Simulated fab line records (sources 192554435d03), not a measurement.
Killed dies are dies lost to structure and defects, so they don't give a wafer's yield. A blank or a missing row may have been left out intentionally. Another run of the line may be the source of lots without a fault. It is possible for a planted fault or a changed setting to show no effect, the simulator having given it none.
Split-lot study + flow n5 finfet + 39 wafers read across 7 lots, on a route 1938 steps long

== ON THE SPLIT ==
At N5_MOL_CONTACT_COAG_CVD_140 (deposits W, target thk 66.5 nm, time 215 s), the setting target thk a was moved away from the recipe's 665 angstrom on 18 of the 39 wafers read, by -56.8% to +54.7%. All remaining wafers had this setting at the recipe value.

The split's own step is where the reading is taken.

== THE READING ==
W_of_MOL_CONTACT_COAG_CVD_140.thk nm (the simulator's own value, which no gauge read), in nm, at N5_MOL_CONTACT_COAG_CVD_140 (deposits W, target thk 66.5 nm, time 215 s). There is no usual value for it anywhere in the file. Average 66.9 nm, standard deviation 0.68 nm, over the 21 wafers here run with the recipe.

| wafer  | tool, chamber at the split | target thk a as run, angstrom | against the recipe | W_of_MOL_CONTACT_COAG_CVD_140.thk nm, nm | against lot-mates on the recipe |
|--------|----------------------------|-------------------------------|--------------------|------------------------------------------|---------------------------------|
| L074.2 | cvd w-02, 0                | 665                           | recipe             | 66.6                                     | -                               |
| L074.3 | cvd w-02, 0                | 665                           | recipe             | 65.6                                     | -                               |
| L074.6 | cvd w-02, 1                | 665                           | recipe             | 66.8                                     | -                               |
| L075.1 | cvd w-01, 1                | 287.2                         | -56.8%             | 30.2                                     | -36.9                           |
| L075.2 | cvd w-01, 0                | 665                           | recipe             | 67.4                                     | -                               |
| L075.6 | cvd w-01, 0                | 665                           | recipe             | 67.4                                     | -                               |
| L075.3 | cvd w-01, 0                | 287.2                         | -56.8%             | 28.8                                     | -38.3                           |
| L075.4 | cvd w-01, 1                | 287.2                         | -56.8%             | 29.2                                     | -37.9                           |
| L075.5 | cvd w-01, 1                | 665                           | recipe             | 66.6                                     | -                               |
| L078.1 | cvd w-02, 1                | 665                           | recipe             | 67.4                                     | -                               |
| L078.2 | cvd w-02, 0                | 977.4                         | +47.0%             | 97.6                                     | +30.5                           |
| L078.3 | cvd w-02, 0,1              | 665                           | recipe             | 67                                       | -                               |
| L078.4 | cvd w-02, 0,1              | 665                           | recipe             | 67                                       | -                               |
| L078.5 | cvd w-02, 1                | 977.4                         | +47.0%             | 98.4                                     | +31.3                           |
| L078.6 | cvd w-02, 0                | 977.4                         | +47.0%             | 97.4                                     | +30.3                           |
| L081.1 | cvd w-02, 1                | 665                           | recipe             | 67                                       | -                               |
| L081.2 | cvd w-02, 0                | 665                           | recipe             | 66.8                                     | -                               |
| L081.3 | cvd w-02, 1                | 1029                          | +54.7%             | 104                                      | +37.2                           |
| L081.4 | cvd w-02, 0                | 665                           | recipe             | 66.6                                     | -                               |
| L081.5 | cvd w-02, 1                | 1029                          | +54.7%             | 103.2                                    | +36.4                           |
| L081.6 | cvd w-02, 0                | 1029                          | +54.7%             | 103                                      | +36.2                           |
| L082.1 | cvd w-02, 1                | 414.2                         | -37.7%             | 41.6                                     | -24.3                           |
| L082.2 | cvd w-02, 0                | 414.2                         | -37.7%             | 41                                       | -24.9                           |
| L082.3 | cvd w-02, 0                | 414.2                         | -37.7%             | 41                                       | -24.9                           |
| L082.4 | cvd w-02, 1                | 665                           | recipe             | 66                                       | -                               |
| L082.6 | cvd w-02, 1                | 665                           | recipe             | 66                                       | -                               |
| L082.5 | cvd w-02, 0                | 665                           | recipe             | 65.6                                     | -                               |
| L088.1 | cvd w-02, 0                | 770.3                         | +15.8%             | 77.8                                     | +10.5                           |
| L088.2 | cvd w-02, 1                | 665                           | recipe             | 67.2                                     | -                               |
| L088.3 | cvd w-02, 0                | 770.3                         | +15.8%             | 78                                       | +10.7                           |
| L088.4 | cvd w-02, 1                | 665                           | recipe             | 67                                       | -                               |
| L088.5 | cvd w-02, 1                | 770.3                         | +15.8%             | 77.4                                     | +10.1                           |
| L088.6 | cvd w-02, 0                | 665                           | recipe             | 67.6                                     | -                               |
| L089.1 | cvd w-02, 1                | 305.7                         | -54.0%             | 31.8                                     | -36.1                           |
| L089.2 | cvd w-02, 0                | 305.7                         | -54.0%             | 32.4                                     | -35.5                           |
| L089.3 | cvd w-02, 1                | 665                           | recipe             | 67.6                                     | -                               |
| L089.4 | cvd w-02, 0                | 665                           | recipe             | 67.8                                     | -                               |
| L089.5 | cvd w-02, 1                | 305.7                         | -54.0%             | 30.8                                     | -37.1                           |
| L089.6 | cvd w-02, 0                | 665                           | recipe             | 68.2                                     | -                               |
The file does not say which wafer passed through which chamber wherever a row lists several chambers: such a row stands for several wafers.

THE FIT
A straight line over all 39 wafers: W_of_MOL_CONTACT_COAG_CVD_140.thk nm changes by +0.662 nm for each +1% of target thk a; r = +1.00; the points scatter about the line by 0.67 nm.
The same after taking each lot's own level away (the mean of its wafers on the recipe; 39 wafers): +0.663 nm for each +1%; r = +1.00; scatter 0.45 nm.
On that fit, the largest move of target thk a shifts the reading by 38 nm.
Measured against the standard deviation above, the lots' own levels, which go from 65.87 to 67.87 nm, span 3.0 times it.
Consequently the slope shifts little with the lot-to-lot level, the two slopes agreeing.
Check: -37.8 nm against its lot-mates is what the line predicts for one of the wafers moved furthest among these (-56.8%) when that wafer is left out of the fit. Against them it came out at -36.9 nm.

== FURTHER SPLITS ON THESE WAFERS ==
Other splits were also applied to these wafers ahead of the reading. Each is held against what the fit with the lots' levels taken away leaves over:
| other split on the same wafers     | wafers away from the commonest value | r with W_of_MOL_CONTACT_COAG_CVD_140.thk nm (lot level and that fit taken away) |
|------------------------------------|--------------------------------------|---------------------------------------------------------------------------------|
| N5_FIN_CUT_ETCH_21 time s          | 12                                   | -0.12                                                                           |
| N5_SD_EPI_P_EPI_21 time s          | 12                                   | -0.28                                                                           |
| N5_HKMG_FIN_PWFM_ALD_03 ald cycles | 12                                   | -0.08                                                                           |

== THE WHOLE CHAIN: every reading that the file lists as answering this split, in the file's order ==
| step                        | what it does                                                    | reading                                                                               | change (the file's fit)                                                             | r (the file's) |
|-----------------------------|-----------------------------------------------------------------|---------------------------------------------------------------------------------------|-------------------------------------------------------------------------------------|----------------|
| N5_MOL_CONTACT_COAG_CVD_140 | deposits W, target thk 66.5 nm, time 215 s                      | W_of_MOL_CONTACT_COAG_CVD_140.thk nm (the simulator's own value, which no gauge read) | +0.663 nm for each +1% of the setting                                               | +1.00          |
| N5_MOL_CONTACT_COAG_CMP_52  | polishes, stops on SiO2, t overpolish 1.5 s, target thk 66.5 nm | W_of_MOL_CONTACT_COAG_CVD_140.thk nm (the simulator's own value, which no gauge read) | not straight: 29.4 at the lowest setting, 66.77 at the recipe, 65.27 at the highest | not given      |

== THE FILE'S OWN FIT ==
W_of_MOL_CONTACT_COAG_CVD_140.thk nm changes by +0.663 nm for each +1% of target thk a, r = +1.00.
